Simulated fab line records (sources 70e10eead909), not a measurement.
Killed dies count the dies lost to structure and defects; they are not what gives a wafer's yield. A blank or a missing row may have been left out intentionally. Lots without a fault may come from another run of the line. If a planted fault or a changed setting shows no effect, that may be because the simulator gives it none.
Which tool is to blame? || flow nand-harc || Sampling: 15 lots, 45 wafers, 4 of 1302 route steps

== WHAT EACH GAUGE READ, for each wafer ==
No reading from a measuring or inspecting step in the record can be judged against a usual standard deviation.

== EACH LOT AND THE TOOL THAT RAN IT (in order: tool; ch and the chambers of the sampled wafers; start) ==
{"lot": "L865", "NHARC_A_STAIRCASE_DESCUM_252": "rie-diel-02 ch 0,2, day 16 21:52", "NHARC_A_STAIRCASE_ETCH_253": "rie-diel-02 ch 2,3, day 16 21:58", "NHARC_A_STAIRCASE_EXPOSE_286": "krf-scanner-04 ch 0, day 17 09:56", "NHARC_A_STAIRCASE_HM_OPEN_460": "rie-diel-09 ch 0,1,2, no start"}
{"lot": "L864", "NHARC_A_STAIRCASE_DESCUM_252": "rie-diel-02 ch 1,2,3, day 16 23:36", "NHARC_A_STAIRCASE_ETCH_253": "rie-diel-02 ch 0,1,2, day 16 23:41", "NHARC_A_STAIRCASE_EXPOSE_286": "krf-scanner-02 ch 0, day 17 10:42", "NHARC_A_STAIRCASE_HM_OPEN_460": "rie-diel-08 ch 0,1, no start"}
{"lot": "L866", "NHARC_A_STAIRCASE_DESCUM_252": "rie-diel-09 ch 0,2,3, day 17 16:34", "NHARC_A_STAIRCASE_ETCH_253": "rie-diel-09 ch 1,2, day 17 16:38", "NHARC_A_STAIRCASE_EXPOSE_286": "krf-scanner-04 ch 0, day 18 06:04", "NHARC_A_STAIRCASE_HM_OPEN_460": "rie-diel-08 ch 0,1,2, no start"}
{"lot": "L868", "NHARC_A_STAIRCASE_DESCUM_252": "rie-diel-08 ch 0,2,3, day 18 03:44", "NHARC_A_STAIRCASE_ETCH_253": "rie-diel-08 ch 0,1,2, day 18 03:49", "NHARC_A_STAIRCASE_EXPOSE_286": "krf-scanner-01 ch 0, day 18 15:14", "NHARC_A_STAIRCASE_HM_OPEN_460": "rie-diel-08 ch 0,2,3, no start"}
{"lot": "L870", "NHARC_A_STAIRCASE_DESCUM_252": "rie-diel-08 ch 0,1,2, day 19 01:34", "NHARC_A_STAIRCASE_ETCH_253": "rie-diel-08 ch 1,2,3, day 19 01:39", "NHARC_A_STAIRCASE_EXPOSE_286": "krf-scanner-01, day 19 14:05", "NHARC_A_STAIRCASE_HM_OPEN_460": "rie-diel-09 ch 0,3, no start"}
{"lot": "L871", "NHARC_A_STAIRCASE_DESCUM_252": "rie-diel-08 ch 0,2, day 19 23:04", "NHARC_A_STAIRCASE_ETCH_253": "rie-diel-08 ch 2,3, day 19 23:09", "NHARC_A_STAIRCASE_EXPOSE_286": "krf-scanner-04, day 20 11:50", "NHARC_A_STAIRCASE_HM_OPEN_460": "rie-diel-08 ch 1,2,3, no start"}
{"lot": "L872", "NHARC_A_STAIRCASE_DESCUM_252": "rie-diel-08 ch 0,1, day 19 23:19", "NHARC_A_STAIRCASE_ETCH_253": "rie-diel-08 ch 0,1, day 19 23:23", "NHARC_A_STAIRCASE_EXPOSE_286": "krf-scanner-02, day 20 12:00", "NHARC_A_STAIRCASE_HM_OPEN_460": "rie-diel-08 ch 1,2,3, no start"}
{"lot": "L873", "NHARC_A_STAIRCASE_DESCUM_252": "rie-diel-08 ch 0,1,2, day 20 03:24", "NHARC_A_STAIRCASE_ETCH_253": "rie-diel-08 ch 0,1, day 20 03:47", "NHARC_A_STAIRCASE_EXPOSE_286": "krf-scanner-02 ch 0, day 20 13:32", "NHARC_A_STAIRCASE_HM_OPEN_460": "rie-diel-09 ch 0,1, no start"}
{"lot": "L875", "NHARC_A_STAIRCASE_DESCUM_252": "rie-diel-08 ch 1,2,3, day 21 07:20", "NHARC_A_STAIRCASE_ETCH_253": "rie-diel-08 ch 1,2,3, day 21 07:25", "NHARC_A_STAIRCASE_EXPOSE_286": "krf-scanner-01 ch 0, day 21 18:31", "NHARC_A_STAIRCASE_HM_OPEN_460": "rie-diel-02 ch 0,2,3, no start"}
{"lot": "L880", "NHARC_A_STAIRCASE_DESCUM_252": "rie-diel-08 ch 0,1,2, day 23 07:07", "NHARC_A_STAIRCASE_ETCH_253": "rie-diel-08 ch 0,1,2, day 23 07:13", "NHARC_A_STAIRCASE_EXPOSE_286": "krf-scanner-02 ch 0, day 23 20:02", "NHARC_A_STAIRCASE_HM_OPEN_460": "rie-diel-02 ch 0,2,3, no start"}
{"lot": "L881", "NHARC_A_STAIRCASE_DESCUM_252": "rie-diel-02 ch 0,1,2, day 24 05:59", "NHARC_A_STAIRCASE_ETCH_253": "rie-diel-02 ch 0,2,3, day 24 06:04", "NHARC_A_STAIRCASE_EXPOSE_286": "krf-scanner-04 ch 0, day 24 20:08", "NHARC_A_STAIRCASE_HM_OPEN_460": "rie-diel-08 ch 0,2,3, no start"}
{"lot": "L883", "NHARC_A_STAIRCASE_DESCUM_252": "rie-diel-02 ch 0,2,3, day 24 09:27", "NHARC_A_STAIRCASE_ETCH_253": "rie-diel-02 ch 0,2, day 24 09:31", "NHARC_A_STAIRCASE_EXPOSE_286": "krf-scanner-04 ch 0, day 24 21:52", "NHARC_A_STAIRCASE_HM_OPEN_460": "rie-diel-08 ch 0,3, no start"}
{"lot": "L882", "NHARC_A_STAIRCASE_DESCUM_252": "rie-diel-02 ch 1,3, day 24 10:13", "NHARC_A_STAIRCASE_ETCH_253": "rie-diel-02 ch 2,3, day 24 10:19", "NHARC_A_STAIRCASE_EXPOSE_286": "krf-scanner-02 ch 0, day 24 22:50", "NHARC_A_STAIRCASE_HM_OPEN_460": "rie-diel-09 ch 0,2,3, no start"}
{"lot": "L884", "NHARC_A_STAIRCASE_DESCUM_252": "rie-diel-08 ch 1,2, day 25 06:40", "NHARC_A_STAIRCASE_ETCH_253": "rie-diel-08 ch 0,2,3, day 25 06:49", "NHARC_A_STAIRCASE_EXPOSE_286": "krf-scanner-01 ch 0, day 25 16:28", "NHARC_A_STAIRCASE_HM_OPEN_460": "rie-diel-09 ch 1,2, no start"}
{"lot": "L885", "NHARC_A_STAIRCASE_DESCUM_252": "rie-diel-08 ch 2,3, day 25 12:59", "NHARC_A_STAIRCASE_ETCH_253": "rie-diel-08 ch 0,1,2, day 25 13:05", "NHARC_A_STAIRCASE_EXPOSE_286": "krf-scanner-04 ch 0, day 25 23:22", "NHARC_A_STAIRCASE_HM_OPEN_460": "rie-diel-08 ch 1,2,3, no start"}
- NHARC_A_STAIRCASE_DESCUM_252: chemistry O2, time 3 s.
- NHARC_A_STAIRCASE_ETCH_253: etches the open film in C4F8/O2, target depth 50 nm, time 20.2 s.
- NHARC_A_STAIRCASE_EXPOSE_286: exposes mask CHOP 100.
- NHARC_A_STAIRCASE_HM_OPEN_460: chemistry O2/COS.

== AS READ BY THE TOOLS THEMSELVES (means over the sampled wafers that have a number; for cases with no such wafer, the mark the record gives instead) ==
NHARC_A_STAIRCASE_DESCUM_252. Usual: drypump-motor-current-A 5.6 A, standard deviation 0.55; oes-product-au 1.001 a.u., standard deviation 0.011; rf-vpp-V 57.7 V, standard deviation 0.91; showerhead-plenum-p-Torr 1.92 Torr, standard deviation 0.08; throttle-valve-pct 11.311 %, standard deviation 0.0097.
{"lot": "L865", "tool": "rie-diel-02", "drypump-motor-current-A (A)": 6.0, "oes-product-au (a.u.)": 0.995, "rf-vpp-V (V)": 57.9, "showerhead-plenum-p-Torr (Torr)": 1.98, "throttle-valve-pct (%)": 11.317, "flag": ""}
{"lot": "L864", "tool": "rie-diel-02", "drypump-motor-current-A (A)": 5.6, "oes-product-au (a.u.)": 0.993, "rf-vpp-V (V)": 57.3, "showerhead-plenum-p-Torr (Torr)": 1.91, "throttle-valve-pct (%)": 11.311, "flag": ""}
{"lot": "L866", "tool": "rie-diel-09", "drypump-motor-current-A (A)": 5.3, "oes-product-au (a.u.)": 0.993, "rf-vpp-V (V)": 57.3, "showerhead-plenum-p-Torr (Torr)": 1.91, "throttle-valve-pct (%)": 11.302, "flag": ""}
{"lot": "L868", "tool": "rie-diel-08", "drypump-motor-current-A (A)": 5.4, "oes-product-au (a.u.)": 1.017, "rf-vpp-V (V)": 57.2, "showerhead-plenum-p-Torr (Torr)": 1.88, "throttle-valve-pct (%)": 11.312, "flag": ""}
{"lot": "L870", "tool": "rie-diel-08", "drypump-motor-current-A (A)": 5.6, "oes-product-au (a.u.)": 0.999, "rf-vpp-V (V)": 57.6, "showerhead-plenum-p-Torr (Torr)": 1.93, "throttle-valve-pct (%)": 11.308, "flag": ""}
{"lot": "L871", "tool": "rie-diel-08", "drypump-motor-current-A (A)": 5.6, "oes-product-au (a.u.)": 1.005, "rf-vpp-V (V)": 57.5, "showerhead-plenum-p-Torr (Torr)": 1.86, "throttle-valve-pct (%)": 11.308, "flag": ""}
{"lot": "L872", "tool": "rie-diel-08", "drypump-motor-current-A (A)": 5.6, "oes-product-au (a.u.)": 1.004, "rf-vpp-V (V)": 57.6, "showerhead-plenum-p-Torr (Torr)": 1.98, "throttle-valve-pct (%)": 11.305, "flag": ""}
{"lot": "L873", "tool": "rie-diel-08", "drypump-motor-current-A (A)": 5.6, "oes-product-au (a.u.)": 1.001, "rf-vpp-V (V)": 57.4, "showerhead-plenum-p-Torr (Torr)": 1.93, "throttle-valve-pct (%)": 11.310, "flag": ""}
{"lot": "L875", "tool": "rie-diel-08", "drypump-motor-current-A (A)": 5.3, "oes-product-au (a.u.)": 1.009, "rf-vpp-V (V)": 58.2, "showerhead-plenum-p-Torr (Torr)": 1.94, "throttle-valve-pct (%)": 11.320, "flag": ""}
{"lot": "L880", "tool": "rie-diel-08", "drypump-motor-current-A (A)": 5.6, "oes-product-au (a.u.)": 0.999, "rf-vpp-V (V)": 58.7, "showerhead-plenum-p-Torr (Torr)": 1.92, "throttle-valve-pct (%)": 11.316, "flag": ""}
{"lot": "L881", "tool": "rie-diel-02", "drypump-motor-current-A (A)": 6.2, "oes-product-au (a.u.)": 0.993, "rf-vpp-V (V)": 58.5, "showerhead-plenum-p-Torr (Torr)": 1.97, "throttle-valve-pct (%)": 11.310, "flag": ""}
{"lot": "L883", "tool": "rie-diel-02", "drypump-motor-current-A (A)": 5.8, "oes-product-au (a.u.)": 0.997, "rf-vpp-V (V)": 57.7, "showerhead-plenum-p-Torr (Torr)": 1.93, "throttle-valve-pct (%)": 11.314, "flag": ""}
{"lot": "L882", "tool": "rie-diel-02", "drypump-motor-current-A (A)": 5.9, "oes-product-au (a.u.)": 0.989, "rf-vpp-V (V)": 58.3, "showerhead-plenum-p-Torr (Torr)": 1.90, "throttle-valve-pct (%)": 11.310, "flag": ""}
{"lot": "L884", "tool": "rie-diel-08", "drypump-motor-current-A (A)": 5.6, "oes-product-au (a.u.)": 0.999, "rf-vpp-V (V)": 58.1, "showerhead-plenum-p-Torr (Torr)": 1.99, "throttle-valve-pct (%)": 11.308, "flag": ""}
{"lot": "L885", "tool": "rie-diel-08", "drypump-motor-current-A (A)": 5.1, "oes-product-au (a.u.)": 1.011, "rf-vpp-V (V)": 56.6, "showerhead-plenum-p-Torr (Torr)": 1.88, "throttle-valve-pct (%)": 11.312, "flag": ""}

NHARC_A_STAIRCASE_ETCH_253. Usual: oes-product-au 0.960 a.u., standard deviation 0.021; rf-vpp-V 896 V, standard deviation 5.1.
{"lot": "L865", "tool": "rie-diel-02", "oes-product-au (a.u.)": 0.944, "rf-vpp-V (V)": 894, "flag": ""}
{"lot": "L864", "tool": "rie-diel-02", "oes-product-au (a.u.)": 0.949, "rf-vpp-V (V)": 900, "flag": ""}
{"lot": "L866", "tool": "rie-diel-09", "oes-product-au (a.u.)": 0.937, "rf-vpp-V (V)": 892, "flag": ""}
{"lot": "L868", "tool": "rie-diel-08", "oes-product-au (a.u.)": 0.969, "rf-vpp-V (V)": 897, "flag": ""}
{"lot": "L870", "tool": "rie-diel-08", "oes-product-au (a.u.)": 0.980, "rf-vpp-V (V)": 898, "flag": ""}
{"lot": "L871", "tool": "rie-diel-08", "oes-product-au (a.u.)": 0.985, "rf-vpp-V (V)": 895, "flag": ""}
{"lot": "L872", "tool": "rie-diel-08", "oes-product-au (a.u.)": 0.960, "rf-vpp-V (V)": 900, "flag": ""}
{"lot": "L873", "tool": "rie-diel-08", "oes-product-au (a.u.)": 0.947, "rf-vpp-V (V)": 896, "flag": ""}
{"lot": "L875", "tool": "rie-diel-08", "oes-product-au (a.u.)": 0.965, "rf-vpp-V (V)": 897, "flag": ""}
{"lot": "L880", "tool": "rie-diel-08", "oes-product-au (a.u.)": 0.959, "rf-vpp-V (V)": 897, "flag": ""}
{"lot": "L881", "tool": "rie-diel-02", "oes-product-au (a.u.)": 0.977, "rf-vpp-V (V)": 898, "flag": ""}
{"lot": "L883", "tool": "rie-diel-02", "oes-product-au (a.u.)": 0.977, "rf-vpp-V (V)": 902, "flag": ""}
{"lot": "L882", "tool": "rie-diel-02", "oes-product-au (a.u.)": 0.978, "rf-vpp-V (V)": 895, "flag": ""}
{"lot": "L884", "tool": "rie-diel-08", "oes-product-au (a.u.)": 0.960, "rf-vpp-V (V)": 893, "flag": ""}
{"lot": "L885", "tool": "rie-diel-08", "oes-product-au (a.u.)": 0.963, "rf-vpp-V (V)": 897, "flag": ""}

NHARC_A_STAIRCASE_EXPOSE_286. Usual: exposure-dose-mJ-cm2 25.012, standard deviation 0.024; focus-offset-nm 0.0 nm, standard deviation 0.48.
{"lot": "L865", "tool": "krf-scanner-04", "exposure-dose-mJ-cm2": 25.009, "focus-offset-nm (nm)": -0.4, "flag": ""}
{"lot": "L864", "tool": "krf-scanner-02", "exposure-dose-mJ-cm2": 25.015, "focus-offset-nm (nm)": -0.3, "flag": ""}
{"lot": "L866", "tool": "krf-scanner-04", "exposure-dose-mJ-cm2": 25.033, "focus-offset-nm (nm)": 0.4, "flag": ""}
{"lot": "L868", "tool": "krf-scanner-01", "exposure-dose-mJ-cm2": 25.005, "focus-offset-nm (nm)": 0.1, "flag": ""}
{"lot": "L870", "tool": "krf-scanner-01", "exposure-dose-mJ-cm2": "-", "focus-offset-nm (nm)": "-", "flag": "OFF"}
{"lot": "L871", "tool": "krf-scanner-04", "exposure-dose-mJ-cm2": "-", "focus-offset-nm (nm)": "-", "flag": "OFF"}
{"lot": "L872", "tool": "krf-scanner-02", "exposure-dose-mJ-cm2": "-", "focus-offset-nm (nm)": "-", "flag": "OFF"}
{"lot": "L873", "tool": "krf-scanner-02", "exposure-dose-mJ-cm2": 25.004, "focus-offset-nm (nm)": 0.2, "flag": ""}
{"lot": "L875", "tool": "krf-scanner-01", "exposure-dose-mJ-cm2": 24.989, "focus-offset-nm (nm)": -1.0, "flag": ""}
{"lot": "L880", "tool": "krf-scanner-02", "exposure-dose-mJ-cm2": 25.007, "focus-offset-nm (nm)": -0.3, "flag": ""}
{"lot": "L881", "tool": "krf-scanner-04", "exposure-dose-mJ-cm2": 24.991, "focus-offset-nm (nm)": 0.2, "flag": ""}
{"lot": "L883", "tool": "krf-scanner-04", "exposure-dose-mJ-cm2": 25.034, "focus-offset-nm (nm)": 0.5, "flag": ""}
{"lot": "L882", "tool": "krf-scanner-02", "exposure-dose-mJ-cm2": 24.984, "focus-offset-nm (nm)": -0.3, "flag": ""}
{"lot": "L884", "tool": "krf-scanner-01", "exposure-dose-mJ-cm2": 25.015, "focus-offset-nm (nm)": -0.3, "flag": ""}
{"lot": "L885", "tool": "krf-scanner-04", "exposure-dose-mJ-cm2": 24.986, "focus-offset-nm (nm)": 0.2, "flag": ""}

NHARC_A_STAIRCASE_HM_OPEN_460. Usual: drypump-motor-current-A 5.5 A, standard deviation 0.57; oes-product-au 0.997 a.u., standard deviation 0.01; rf-vpp-V 467.2 V, standard deviation 2.9; showerhead-plenum-p-Torr 3.13 Torr, standard deviation 0.13; throttle-valve-pct 28.330 %, standard deviation 0.0095.
{"lot": "L865", "tool": "rie-diel-09", "drypump-motor-current-A (A)": 5.7, "oes-product-au (a.u.)": 0.984, "rf-vpp-V (V)": 466.4, "showerhead-plenum-p-Torr (Torr)": 3.10, "throttle-valve-pct (%)": 28.329, "flag": ""}
{"lot": "L864", "tool": "rie-diel-08", "drypump-motor-current-A (A)": 5.6, "oes-product-au (a.u.)": 1.007, "rf-vpp-V (V)": 467.5, "showerhead-plenum-p-Torr (Torr)": 3.12, "throttle-valve-pct (%)": 28.330, "flag": ""}
{"lot": "L866", "tool": "rie-diel-08", "drypump-motor-current-A (A)": 5.6, "oes-product-au (a.u.)": 0.999, "rf-vpp-V (V)": 468.2, "showerhead-plenum-p-Torr (Torr)": 3.15, "throttle-valve-pct (%)": 28.323, "flag": ""}
{"lot": "L868", "tool": "rie-diel-08", "drypump-motor-current-A (A)": 5.4, "oes-product-au (a.u.)": 0.999, "rf-vpp-V (V)": 465.3, "showerhead-plenum-p-Torr (Torr)": 3.07, "throttle-valve-pct (%)": 28.334, "flag": ""}
{"lot": "L870", "tool": "rie-diel-09", "drypump-motor-current-A (A)": 5.2, "oes-product-au (a.u.)": 1.001, "rf-vpp-V (V)": 468.5, "showerhead-plenum-p-Torr (Torr)": 3.18, "throttle-valve-pct (%)": 28.338, "flag": ""}
{"lot": "L871", "tool": "rie-diel-08", "drypump-motor-current-A (A)": 5.3, "oes-product-au (a.u.)": 1.005, "rf-vpp-V (V)": 468.2, "showerhead-plenum-p-Torr (Torr)": 3.17, "throttle-valve-pct (%)": 28.337, "flag": ""}
{"lot": "L872", "tool": "rie-diel-08", "drypump-motor-current-A (A)": 5.3, "oes-product-au (a.u.)": 1.003, "rf-vpp-V (V)": 468.3, "showerhead-plenum-p-Torr (Torr)": 3.17, "throttle-valve-pct (%)": 28.332, "flag": ""}
{"lot": "L873", "tool": "rie-diel-09", "drypump-motor-current-A (A)": 6.2, "oes-product-au (a.u.)": 0.981, "rf-vpp-V (V)": 467.8, "showerhead-plenum-p-Torr (Torr)": 3.15, "throttle-valve-pct (%)": 28.336, "flag": ""}
{"lot": "L875", "tool": "rie-diel-02", "drypump-motor-current-A (A)": 5.8, "oes-product-au (a.u.)": 0.999, "rf-vpp-V (V)": 467.9, "showerhead-plenum-p-Torr (Torr)": 3.15, "throttle-valve-pct (%)": 28.331, "flag": ""}
{"lot": "L880", "tool": "rie-diel-02", "drypump-motor-current-A (A)": 5.8, "oes-product-au (a.u.)": 0.999, "rf-vpp-V (V)": 466.8, "showerhead-plenum-p-Torr (Torr)": 3.14, "throttle-valve-pct (%)": 28.329, "flag": ""}
{"lot": "L881", "tool": "rie-diel-08", "drypump-motor-current-A (A)": 5.4, "oes-product-au (a.u.)": 1.002, "rf-vpp-V (V)": 465.1, "showerhead-plenum-p-Torr (Torr)": 3.05, "throttle-valve-pct (%)": 28.329, "flag": ""}
{"lot": "L883", "tool": "rie-diel-08", "drypump-motor-current-A (A)": 5.4, "oes-product-au (a.u.)": 1.010, "rf-vpp-V (V)": 464.7, "showerhead-plenum-p-Torr (Torr)": 3.02, "throttle-valve-pct (%)": 28.336, "flag": ""}
{"lot": "L882", "tool": "rie-diel-09", "drypump-motor-current-A (A)": 5.3, "oes-product-au (a.u.)": 0.996, "rf-vpp-V (V)": 471.1, "showerhead-plenum-p-Torr (Torr)": 3.25, "throttle-valve-pct (%)": 28.324, "flag": ""}
{"lot": "L884", "tool": "rie-diel-09", "drypump-motor-current-A (A)": 5.4, "oes-product-au (a.u.)": 0.984, "rf-vpp-V (V)": 470.0, "showerhead-plenum-p-Torr (Torr)": 3.26, "throttle-valve-pct (%)": 28.334, "flag": ""}
{"lot": "L885", "tool": "rie-diel-08", "drypump-motor-current-A (A)": 5.4, "oes-product-au (a.u.)": 0.997, "rf-vpp-V (V)": 468.2, "showerhead-plenum-p-Torr (Torr)": 3.15, "throttle-valve-pct (%)": 28.317, "flag": ""}

== THE ANSWER, worked out from the rows above alone ==
Rule: lot off if the mean of its wafers having a number is beyond 3 standard deviations from the usual mean. A lot without any number at a reading at which 4 lots or more have one is off too. Where the step has rows for the other lots, those lots are counted as sound. After the gauges, taken in route order, come the tools' own readings; for these a lot's mean is taken, as printed above. The first step at which some lot is off is used, and at that step the reading that is off furthest; a lot without a number counts as furthest.
Off, at NHARC_A_STAIRCASE_EXPOSE_286 on exposure-dose-mJ-cm2: L870, L871, L872. Without a number there: L870, L871, L872.
A tool fits if, at that step or a process step before it, it ran every lot that is off, and no sound lot after the first of them. Not one of the candidates tried fits.

== WHAT THE SIMULATOR HAD INSERTED ==
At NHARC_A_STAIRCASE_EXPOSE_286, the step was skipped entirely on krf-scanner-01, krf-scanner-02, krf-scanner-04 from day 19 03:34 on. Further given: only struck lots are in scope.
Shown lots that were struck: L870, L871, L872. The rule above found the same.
